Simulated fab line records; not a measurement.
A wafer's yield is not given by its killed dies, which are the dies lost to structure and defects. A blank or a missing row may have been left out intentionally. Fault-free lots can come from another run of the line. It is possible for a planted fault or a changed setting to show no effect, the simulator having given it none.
Matching of chambers ; flow n5_finfet ; 4 sister chambers for N5_BEOL_M3_STRIP_66 on rie_diel-03
The step strips in CF4. 8 wafers are shown with their chamber, then 10 later ones without.

== WAFERS PAIRED WITH THEIR CHAMBERS ==
wafer;chamber;drypump_motor_current_A (A);throttle_valve_pct (%)
L085.3;3;5.78;13.14
L086.3;3;5.77;13.15
L086.4;0;6.29;13.86
L086.6;0;6.27;13.88
L087.2;2;5.70;13.75
L087.5;1;5.58;13.81
L089.1;1;5.57;13.81
L089.3;2;5.72;13.75

== WAFERS WITHOUT THEIR CHAMBER ==
wafer;drypump_motor_current_A (A);throttle_valve_pct (%)
L089.4;6.25;13.85
L093.1;6.25;13.91
L093.3;5.78;13.19
L093.4;5.59;13.85
L094.2;5.67;13.78
L094.3;5.78;13.20
L094.6;5.69;13.80
L097.2;5.82;13.18
L097.4;6.25;13.89
L097.5;6.29;13.92

== EACH ONE'S CHAMBER ==
wafer;from the rows above;in truth
L089.4;0;0
L093.1;0;0
L093.3;3;3
L093.4;1;1
L094.2;2;2
L094.3;3;3
L094.6;2;2
L097.2;3;3
L097.4;0;0
L097.5;0;0
Placed correctly: 10 of 10. Not placeable from these rows: 0. 0 placed wrongly.
How it was worked out, from the rows above alone: a wafer's distance from a chamber is the root of the sum, over the readings, of the square of ((its reading less the chamber's mean) divided by the reading's scatter). If the next closest chamber is less than 2 further off than the closest, the wafer can't be placed; otherwise it belongs to the closest. For every chamber, the mean is computed from those of its wafers that are shown. The scatter is the square root of a quotient: the sum, over the shown wafers, of each reading's squared deviation from its chamber's mean, divided by wafers minus chambers.
